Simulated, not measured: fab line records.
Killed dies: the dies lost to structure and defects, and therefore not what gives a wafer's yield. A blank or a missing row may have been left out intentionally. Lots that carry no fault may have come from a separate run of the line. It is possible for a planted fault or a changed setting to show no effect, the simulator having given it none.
fab line records	flow nand_harc	part 1 of 2: steps 1 to 41 of 42
record: lots: 5	wafers: 14	last_day: 32
route steps=1302 shown A_ONON_D1@439 A_CHANNEL_HOLE_D1@450 END@1302
lots that met no fault: from a run of the same line without faults
start_h: hours from the record's first day to the start of the lot's first wafer shown	wait_h: time in hours since the lot's previous step	" the same as in the row above	L1.1+2: one row covering several wafers at once	- no value, or no start was given	* or withheld: withheld	< > ~ a bound
route shown NAME@n: a module of which the file shows steps, and the number in the route of the first	usual: mean and standard deviation over wafers with no fault	same: alike in all rows	chamber/n: place in a boat	sites: each site's reading	_std_site: how widely they spread, as a standard deviation	_edge_site: the outer-site mean with the inner-site mean subtracted	radius_mm: for every site, how far away it sits from the centre of the wafer	mask NAME#n: copy n	behind: tool/chamber where the wafer was last shaped	hold: why the lot was held/for how many hours/how that ended	device: which transistor (n, p or np) failed to switch	end of line: tests of these same wafers at the route's end	where a step has no rows: the recipe by itself	killed: count of dies lost to structure and defects at first sort (not the wafer's yield)	map: shows each die of a wafer: x if killed, . if not, _ if none is there
set.NAME: the run value of the setting; set.NAME@STEP: its run value at that earlier step	model.NAME: the simulator's own value behind a step, which no gauge read
lots at selected steps of the route; one table per step, one row per wafer
services: from which hour (start_h, from the record's first day; less than 0 if before it) a tool's chamber was out of use, for how many hours, and why
== steps ==
step: NHARC_A_ONON_D1_THK_MEAS_21
recipe: thk_meas_gauge: ellipsometry
usual: thk_nm: 999/9.2
lot.wafer	tool	chamber	start_h	wait_h	thk_nm
L161.1	film_metro-01	-	230.40	-	988
L161.2	"	-	"	"	990
L161.6	"	-	"	"	988
L162.1	film_metro-02	-	247.39	-	1004
L162.4	"	-	"	"	1005
L162.5	"	-	"	"	1004
L166.2	film_metro-02	-	283.43	-	1014
L166.4	"	-	"	"	1013
L175.3	film_metro-01	-	373.01	-	1002
L175.5	"	-	"	"	1002
L175.6	"	-	"	"	1003
L176.1	film_metro-02	-	373.20	-	998
L176.3	"	-	"	"	997
L176.6	"	-	"	"	998
step: NHARC_A_ONON_D1_DEP_22
recipe: target_thk_a: 10000	n2_flow_sccm: 2750	n2o_flow_sccm: 2000	nh3_flow_sccm: 500	sih4_flow_sccm: 210	temp_c: 400
step: NHARC_A_ONON_D1_THK_MEAS_24
recipe: thk_meas_gauge: ellipsometry
usual: thk_nm: 1003/11
lot.wafer	tool	chamber	start_h	wait_h	thk_nm
L161.1	film_metro-01	-	230.97	-	1002
L161.2	"	-	"	"	1002
L161.6	"	-	"	"	1002
L162.1	film_metro-02	-	247.95	-	1023
L162.4	"	-	"	"	1023
L162.5	"	-	"	"	1023
L166.2	film_metro-01	-	284.00	-	1011
L166.4	"	-	"	"	1010
L175.3	film_metro-02	-	373.57	-	1022
L175.5	"	-	"	"	1021
L175.6	"	-	"	"	1021
L176.1	film_metro-01	-	373.90	-	998
L176.3	"	-	"	"	998
L176.6	"	-	"	"	999
step: NHARC_A_ONON_D1_DEP_25
recipe: target_thk_a: 10000	n2_flow_sccm: 2750	n2o_flow_sccm: 2000	nh3_flow_sccm: 500	sih4_flow_sccm: 210	temp_c: 400
step: NHARC_A_ONON_D1_THK_MEAS_27
recipe: thk_meas_gauge: ellipsometry
usual: thk_nm: 1001/13
lot.wafer	tool	chamber	start_h	wait_h	thk_nm
L161.1	film_metro-01	-	231.54	-	999
L161.2	"	-	"	"	1000
L161.6	"	-	"	"	999
L162.1	film_metro-01	-	248.52	-	1009
L162.4	"	-	"	"	1010
L162.5	"	-	"	"	1008
L166.2	film_metro-01	-	284.57	-	1001
L166.4	"	-	"	"	1003
L175.3	film_metro-01	-	374.14	-	1005
L175.5	"	-	"	"	1005
L175.6	"	-	"	"	1003
L176.1	film_metro-01	-	374.47	-	993
L176.3	"	-	"	"	994
L176.6	"	-	"	"	995
step: NHARC_A_ONON_D1_DEP_28
recipe: target_thk_a: 10000	n2_flow_sccm: 2750	n2o_flow_sccm: 2000	nh3_flow_sccm: 500	sih4_flow_sccm: 210	temp_c: 400
step: NHARC_A_ONON_D1_THK_MEAS_30
recipe: thk_meas_gauge: ellipsometry
usual: thk_nm: 1000/8.7
lot.wafer	tool	chamber	start_h	wait_h	thk_nm
L161.1	film_metro-02	-	232.11	-	1010
L161.2	"	-	"	"	1011
L161.6	"	-	"	"	1011
L162.1	film_metro-02	-	249.09	-	1011
L162.4	"	-	"	"	1013
L162.5	"	-	"	"	1012
L166.2	film_metro-01	-	285.13	-	1001
L166.4	"	-	"	"	1000
L175.3	film_metro-01	-	374.71	-	999
L175.5	"	-	"	"	998
L175.6	"	-	"	"	996
L176.1	film_metro-01	-	375.05	-	993
L176.3	"	-	"	"	993
L176.6	"	-	"	"	993
step: NHARC_A_ONON_D1_DEP_33
recipe: target_thk_a: 2000	temp_c: 400	pressure_torr: 6.5	rf_w: 900	teos_flow_sccm: 161.4	flow_sccm: 2650	target_thk_nm: 200	gas: O2	material: SiO2
step: NHARC_A_ONON_D1_THK_MEAS_34
recipe: thk_meas_gauge: ellipsometry
usual: thk_nm: 199.9/2.7
lot.wafer	tool	chamber	start_h	wait_h	thk_nm
L161.1	film_metro-02	-	232.58	-	203.2
L161.2	"	-	"	"	197.7
L161.6	"	-	"	"	200.8
L162.1	film_metro-02	-	249.56	-	198.0
L162.4	"	-	"	"	202.7
L162.5	"	-	"	"	200.8
L166.2	film_metro-02	-	285.61	-	198.7
L166.4	"	-	"	"	202.0
L175.3	film_metro-01	-	375.17	-	197.5
L175.5	"	-	"	"	197.8
L175.6	"	-	"	"	199.7
L176.1	film_metro-01	-	375.53	-	197.0
L176.3	"	-	"	"	195.7
L176.6	"	-	"	"	200.0
step: NHARC_A_ONON_D1_INSPECT_32
usual: raw_defect_count: 78/24
lot.wafer	tool	chamber	start_h	wait_h	raw_defect_count
L161.1	defect_inspect-02	-	232.64	0.0	83
L161.2	"	-	"	"	53
L161.6	"	-	"	"	46
L162.1	defect_inspect-01	-	249.62	0.0	115
L162.4	"	-	"	"	95
L162.5	"	-	"	"	74
L166.2	defect_inspect-02	-	285.69	0.0	59
L166.4	"	-	"	"	81
L175.3	defect_inspect-02	-	375.24	0.0	67
L175.5	"	-	"	"	69
L175.6	"	-	"	"	79
L176.1	defect_inspect-02	-	375.59	0.0	71
L176.3	"	-	"	"	72
L176.6	"	-	"	"	91
step: NHARC_A_CHANNEL_HOLE_D1_DEP_00
recipe: target_thk_a: 31000	temp_c: 400	material: aC
usual: throttle_valve_pct: 35.000/0.009
lot.wafer	tool	chamber	start_h	wait_h	throttle_valve_pct
L161.1	acl_dep-01	0	232.71	0.1	35.000
L161.2	"	0	"	"	34.998
L161.6	"	0	234.29	1.6	34.986
L162.1	acl_dep-01	0	254.97	5.3	35.002
L162.4	"	0	"	"	34.995
L162.5	"	0	"	"	34.992
L166.2	acl_dep-03	0	287.45	1.8	34.995
L166.4	"	0	"	"	34.999
L176.1	acl_dep-02	0	378.82	3.2	35.008
L176.3	"	0	"	"	35.001
L176.6	"	0	"	"	35.000
L175.3	acl_dep-03	0	378.93	3.7	35.002
L175.5	"	0	"	"	34.988
L175.6	"	0	"	"	34.998
step: NHARC_A_CHANNEL_HOLE_D1_DEP_01
recipe: target_thk_a: 1400	target_thk_nm: 140	temp_c: 400	pressure_torr: 3.5	flow_sccm: 200	rf_w: 350	material: SiON
usual: heater_power_w: 708/100
lot.wafer	tool	chamber	start_h	wait_h	heater_power_w
L161.1	pecvd-03	0	234.62	1.6	704
L161.2	"	1	"	"	906
L161.6	"	0	"	"	700
L162.1	pecvd-01	0	256.92	1.6	763
L162.4	"	0	"	"	769
L162.5	"	1	"	"	611
L166.2	pecvd-03	2	289.10	1.3	782
L166.4	"	2	"	"	808
L175.3	pecvd-01	1	380.45	1.2	672
L175.6	"	1	"	"	683
L175.5	"	2	"	"	730
L176.1	pecvd-01	1	380.76	1.6	566
L176.3	"	0	"	"	707
L176.6	"	2	"	"	708
step: NHARC_A_CHANNEL_HOLE_D1_DEHYDRATE_02
recipe: temp_c: 150	time_s: 120
step: NHARC_A_CHANNEL_HOLE_D1_HMDS_03
recipe: time_s: 30
step: NHARC_A_CHANNEL_HOLE_D1_COAT_36
recipe: temp_c: 260	time_s: 75
step: NHARC_A_CHANNEL_HOLE_D1_COAT_37
recipe: temp_c: 225	time_s: 65
step: NHARC_A_CHANNEL_HOLE_D1_COAT_04
recipe: spin_rpm: 1500	resist_thk_nm: 90
step: NHARC_A_CHANNEL_HOLE_D1_SOFTBAKE_05
recipe: temp_c: 105	time_s: 55
step: NHARC_A_CHANNEL_HOLE_D1_EBR_06
step: NHARC_A_CHANNEL_HOLE_D1_EXPOSE_07
recipe: na: 1.35	target_cd_nm: 100	sigma_outer: 0.3	dose_mj: 59.65	mask_id: HOLE_D1
step: NHARC_A_CHANNEL_HOLE_D1_PEB_08
recipe: peb_temp_c: 100	peb_time_s: 65
step: NHARC_A_CHANNEL_HOLE_D1_DEVELOP_09
recipe: develop_time_s: 35	dev_temp_c: 23
step: NHARC_A_CHANNEL_HOLE_D1_CD_MEAS_10
recipe: target_cd_nm: 100	landing_energy_ev: 500
usual: cd_nm: 100.0/0.42
same: landing_energy_ev: 500
lot.wafer	tool	chamber	start_h	wait_h	cd_nm
L161.1	cd_sem-01	0	235.22	-	100.7
L161.2	"	0	"	"	100.0
L161.6	"	0	"	"	100.5
L162.1	cd_sem-02	0	257.61	-	100.5
L162.4	"	0	"	"	100.4
L162.5	"	0	"	"	100.9
L166.2	cd_sem-02	0	289.70	-	99.7
L166.4	"	0	"	"	99.1
L175.3	cd_sem-03	0	381.15	-	99.5
L175.5	"	0	"	"	100.2
L175.6	"	0	"	"	99.9
L176.1	cd_sem-03	0	381.48	-	100.2
L176.3	"	0	"	"	100.1
L176.6	"	0	"	"	100.6
step: NHARC_A_CHANNEL_HOLE_D1_OVL_MEAS_11
usual: overlay_x_nm: 0.0/0.7	overlay_y_nm: 0.1/0.89
lot.wafer	tool	chamber	start_h	wait_h	overlay_x_nm	overlay_y_nm
L161.1	overlay-01	-	235.31	-	0.9	0.1
L161.2	"	-	"	"	1.1	0.2
L161.6	"	-	"	"	0.9	-0.1
L162.1	overlay-01	-	257.70	-	-0.3	0.6
L162.4	"	-	"	"	-0.3	0.3
L162.5	"	-	"	"	-0.2	0.2
L166.2	overlay-02	-	289.78	-	-1.2	-1.1
L166.4	"	-	"	"	-1.1	-1.0
L175.3	overlay-01	-	381.23	-	0.5	1.5
L175.5	"	-	"	"	0.2	1.3
L175.6	"	-	"	"	0.4	1.5
L176.1	overlay-01	-	381.57	-	0.7	-0.2
L176.3	"	-	"	"	1.2	-0.6
L176.6	"	-	"	"	0.8	0.4
step: NHARC_A_CHANNEL_HOLE_D1_INSPECT_12
usual: raw_defect_count: 5.9/2.9
lot.wafer	tool	chamber	start_h	wait_h	raw_defect_count
L161.1	defect_inspect-02	-	235.34	0.0	6
L161.2	"	-	"	"	4
L161.6	"	-	"	"	4
L162.1	defect_inspect-02	-	257.73	0.0	14
L162.4	"	-	"	"	6
L162.5	"	-	"	"	6
L166.2	defect_inspect-02	-	289.82	0.0	5
L166.4	"	-	"	"	8
L175.3	defect_inspect-02	-	381.27	0.0	4
L175.5	"	-	"	"	8
L175.6	"	-	"	"	3
L176.1	defect_inspect-02	-	381.61	0.0	8
L176.3	"	-	"	"	4
L176.6	"	-	"	"	6
step: NHARC_A_CHANNEL_HOLE_D1_DESCUM_15
recipe: time_s: 3	o2_flow_sccm: 200	ar_flow_sccm: 0	bias_power_w: 0	chemistry: O2
step: NHARC_A_CHANNEL_HOLE_D1_ETCH_38
recipe: target_depth_a: 390	over_etch_frac: 0.3	time_s: 65	ion_energy_ev: 80	cf4_flow_sccm: 150	ar_flow_sccm: 0	rf_w: 300	bias_w: 100	chemistry: CF4
usual: drypump_motor_current_A: 5.64/0.29	oes_product_au: 1.002/0.0081	rf_vpp_V: 151.4/1.4	showerhead_plenum_p_Torr: 1.77/0.089	throttle_valve_pct: 13.283/0.0085
same: over_etch_frac: 0.3
lot.wafer	tool	chamber	start_h	wait_h	drypump_motor_current_A	oes_product_au	rf_hours_counter_h	rf_vpp_V	showerhead_plenum_p_Torr	throttle_valve_pct
L161.1	rie_diel-01	1	235.49	0.1	5.35	0.995	1	151.0	1.78	13.303
L161.2	"	0	"	"	5.66	0.995	1	154.1	1.89	13.276
L161.6	"	1	"	"	5.36	0.992	-	154.1	1.78	13.266
L162.1	rie_diel-07	0	257.88	0.1	6.06	1.013	47	150.1	1.65	13.271
L162.4	"	2	"	"	5.98	1.020	41	150.9	1.76	13.288
L162.5	"	0	"	"	6.08	1.003	-	148.9	1.65	13.283
L166.4	rie_diel-07	0	289.96	0.1	6.06	1.003	54	150.0	1.65	13.280
L166.2	"	3	"	"	6.15	0.992	55	150.8	1.88	13.271
L175.3	rie_diel-05	1	381.42	0.1	5.43	1.014	48	151.9	1.86	13.285
L175.5	"	0	"	"	6.18	1.006	-	151.7	1.84	13.295
L175.6	"	1	"	"	5.47	1.025	-	153.2	1.86	13.290
L176.1	rie_diel-07	0	381.76	0.1	6.06	1.006	27	148.9	1.64	13.268
L176.3	"	1	"	"	5.72	0.995	26	150.9	1.67	13.283
L176.6	"	3	"	"	6.10	0.996	-	151.0	1.87	13.282
step: NHARC_A_CHANNEL_HOLE_D1_ETCH_39
recipe: target_depth_a: 2600	over_etch_frac: 0.3	time_s: 325	ion_energy_ev: 200	n2_flow_sccm: 150	h2_flow_sccm: 150	ar_flow_sccm: 0	rf_w: 400	bias_w: 150	chemistry: N2/H2
usual: drypump_motor_current_A: 5.65/0.29	oes_product_au: 1.001/0.0068	rf_vpp_V: 431/3	showerhead_plenum_p_Torr: 2.05/0.11	throttle_valve_pct: 14.171/0.0095
same: over_etch_frac: 0.3
lot.wafer	tool	chamber	start_h	wait_h	drypump_motor_current_A	oes_product_au	rf_hours_counter_h	rf_vpp_V	showerhead_plenum_p_Torr	throttle_valve_pct
L161.1	rie_diel-01	1	-	-	5.36	0.996	1	431	2.05	14.174
L161.2	"	0	"	"	5.62	1.000	1	435	2.19	14.163
L161.6	"	2	"	"	5.71	0.994	-	433	2.12	14.165
L162.4	rie_diel-07	0	-	-	6.11	0.997	47	427	1.89	14.158
L162.1	"	1	"	"	5.73	0.992	44	428	1.93	14.177
L162.5	"	0	"	"	6.09	1.004	-	426	1.89	14.184
L166.2	rie_diel-07	0	-	-	6.10	1.003	54	426	1.89	14.186
L166.4	"	3	"	"	6.14	0.992	55	435	2.18	14.168
L175.3	rie_diel-05	3	-	-	5.49	1.007	49	430	2.01	14.161
L175.6	"	2	"	"	5.33	1.002	-	432	2.11	14.171
L175.5	"	3	"	"	5.50	1.005	-	431	2.01	14.179
L176.1	rie_diel-07	1	-	-	5.71	1.004	26	428	1.92	14.187
L176.3	"	3	"	"	6.16	0.999	22	434	2.17	14.149
L176.6	"	1	"	"	5.72	1.005	-	428	1.92	14.174
step: NHARC_A_CHANNEL_HOLE_D1_ETCH_34
recipe: target_depth_a: 1540	time_s: 77	cf4_flow_sccm: 100	chf3_flow_sccm: 30	ar_flow_sccm: 0	rf_w: 500	bias_w: 200	chemistry: CF4/CHF3
step: NHARC_A_CHANNEL_HOLE_D1_ETCH_16
recipe: target_depth_a: 31000	over_etch_frac: 0.3	time_s: 806	ion_energy_ev: 150	o2_flow_sccm: 400	cos_flow_sccm: 20	ar_flow_sccm: 0	rf_w: 500	bias_w: 300	chemistry: O2/COS
step: NHARC_A_CHANNEL_HOLE_D1_CD_MEAS_18
usual: cd_nm: 99.0/1.7
lot.wafer	tool	chamber	start_h	wait_h	cd_nm
L161.1	cd_sem-01	-	236.51	-	102.5
L161.2	"	-	"	"	99.1
L161.6	"	-	"	"	101.8
L162.1	cd_sem-03	-	258.90	-	99.7
L162.4	"	-	"	"	100.0
L162.5	"	-	"	"	99.9
L166.2	cd_sem-01	-	290.98	-	100.0
L166.4	"	-	"	"	99.7
L175.3	cd_sem-03	-	382.44	-	96.7
L175.5	"	-	"	"	99.9
L175.6	"	-	"	"	96.4
L176.1	cd_sem-02	-	382.77	-	98.3
L176.3	"	-	"	"	101.1
L176.6	"	-	"	"	100.1
step: NHARC_A_CHANNEL_HOLE_D1_ETCH_19
recipe: bias_v: 1200	source_w: 2500	pressure_mtorr: 15	time_s: 34.5	ar_flow_sccm: 375	c4f8_flow_sccm: 28.8	o2_flow_sccm: 96.2	temp_c: -20	target_depth_a: *	chemistry: C4F8/O2/Ar
step: NHARC_A_CHANNEL_HOLE_D1_ETCH_20
recipe: bias_v: 3000	source_w: withheld	pressure_mtorr: 20	time_s: 361.9	ar_flow_sccm: 375	c4f8_flow_sccm: 89.3	o2_flow_sccm: 35.7	temp_c: -20	target_depth_a: 16000	chemistry: C4F8/O2/Ar
usual: drypump_motor_current_A: 6.08/0.29	showerhead_plenum_p_Torr: 3.63/0.15	throttle_valve_pct: 32.156/0.0092
lot.wafer	tool	chamber	start_h	wait_h	drypump_motor_current_A	rf_hours_counter_h	showerhead_plenum_p_Torr	throttle_valve_pct
L161.2	har_etch-01	0	237.64	0.1	6.16	119	3.57	32.146
L161.1	"	1	"	"	5.87	119	3.71	32.152
L161.6	"	0	"	"	6.14	-	3.57	32.153
L162.1	har_etch-01	0	263.67	0.1	6.16	134	3.56	32.160
L162.4	"	0	"	"	6.15	-	3.56	32.162
L162.5	"	1	"	"	5.92	-	3.70	32.141
L166.2	har_etch-02	0	291.54	0.1	6.55	348	3.92	32.151
L166.4	"	0	"	"	6.57	-	3.92	32.155
L175.3	har_etch-01	1	388.96	0.2	5.87	-	3.66	32.160
L175.5	"	1	"	"	5.86	-	3.66	32.143
L175.6	"	0	"	"	6.16	-	3.52	32.166
L176.1	har_etch-01	0	393.03	0.1	6.18	214	3.52	32.161
L176.3	"	0	"	"	6.17	-	3.52	32.166
L176.6	"	1	"	"	5.96	-	3.66	32.153
step: NHARC_A_CHANNEL_HOLE_D1_ETCH_21
recipe: bias_v: 3000	source_w: withheld	pressure_mtorr: 20	time_s: 514.3	ar_flow_sccm: 375	c4f8_flow_sccm: 89.3	o2_flow_sccm: 35.7	temp_c: -20	target_depth_a: 16000	chemistry: C4F8/O2/Ar
step: NHARC_A_CHANNEL_HOLE_D1_ETCH_22
recipe: bias_v: 3000	source_w: withheld	pressure_mtorr: 20	time_s: 666.7	ar_flow_sccm: 375	c4f8_flow_sccm: 89.3	o2_flow_sccm: 35.7	temp_c: -20	target_depth_a: 16000	chemistry: C4F8/O2/Ar
step: NHARC_A_CHANNEL_HOLE_D1_ETCH_23
recipe: bias_v: 5000	source_w: withheld	pressure_mtorr: 20	time_s: 819	ar_flow_sccm: 375	c4f8_flow_sccm: 89.3	o2_flow_sccm: 35.7	temp_c: -20	target_depth_a: 16000	chemistry: C4F8/O2/Ar
step: NHARC_A_CHANNEL_HOLE_D1_ETCH_24
recipe: bias_v: 5000	source_w: withheld	pressure_mtorr: 20	time_s: 906.2	ar_flow_sccm: 375	c4f8_flow_sccm: 93.8	o2_flow_sccm: 31.2	temp_c: -20	target_depth_a: 15000	chemistry: C4F8/O2/Ar
step: NHARC_A_CHANNEL_HOLE_D1_ETCH_25
recipe: bias_v: 5000	source_w: withheld	pressure_mtorr: 20	time_s: 1040.2	ar_flow_sccm: 375	c4f8_flow_sccm: 93.8	o2_flow_sccm: 31.2	temp_c: -20	target_depth_a: 15000	chemistry: C4F8/O2/Ar
step: NHARC_A_CHANNEL_HOLE_D1_ETCH_26
recipe: bias_v: 300	source_w: 2000	pressure_mtorr: 30	time_s: 224.1	ar_flow_sccm: 375	c4f8_flow_sccm: 11.4	o2_flow_sccm: 113.6	temp_c: -20	target_depth_a: 3000	chemistry: C4F8/O2/Ar
step: NHARC_A_CHANNEL_HOLE_D1_ETCH_33
recipe: bias_v: 400	source_w: 2000	pressure_mtorr: 25	time_s: 90	ar_flow_sccm: 375	c4f8_flow_sccm: 41.7	o2_flow_sccm: 83.3	temp_c: -20	target_depth_a: 4000	chemistry: C4F8/O2/Ar
usual: drypump_motor_current_A: 6.07/0.29	showerhead_plenum_p_Torr: 3.67/0.16	throttle_valve_pct: 27.619/0.0095
lot.wafer	tool	chamber	start_h	wait_h	drypump_motor_current_A	rf_hours_counter_h	showerhead_plenum_p_Torr	throttle_valve_pct
L161.2	har_etch-01	0	241.54	0.2	6.21	122	3.60	27.630
L161.1	"	1	"	"	5.92	122	3.75	27.632
L161.6	"	0	"	"	6.21	-	3.60	27.616
L162.1	har_etch-01	0	267.55	0.2	6.22	137	3.59	27.619
L162.4	"	0	"	"	6.18	-	3.59	27.614
L162.5	"	1	"	"	5.88	-	3.74	27.641
L166.2	har_etch-02	0	295.38	0.2	6.56	352	3.96	27.626
L166.4	"	0	"	"	6.55	-	3.96	27.618
L175.3	har_etch-01	1	392.79	0.2	5.89	-	3.70	27.612
L175.5	"	1	"	"	5.87	-	3.70	27.608
L175.6	"	0	"	"	6.18	-	3.55	27.623
L176.1	har_etch-01	0	396.93	0.2	6.19	218	3.55	27.622
L176.3	"	0	"	"	6.13	-	3.55	27.621
L176.6	"	1	"	"	5.93	-	3.70	27.619
step: NHARC_A_CHANNEL_HOLE_D1_STRIP_41
recipe: n2_flow_sccm: 150	h2_flow_sccm: 150	ar_flow_sccm: 0	bias_w: 0	chemistry: N2/H2
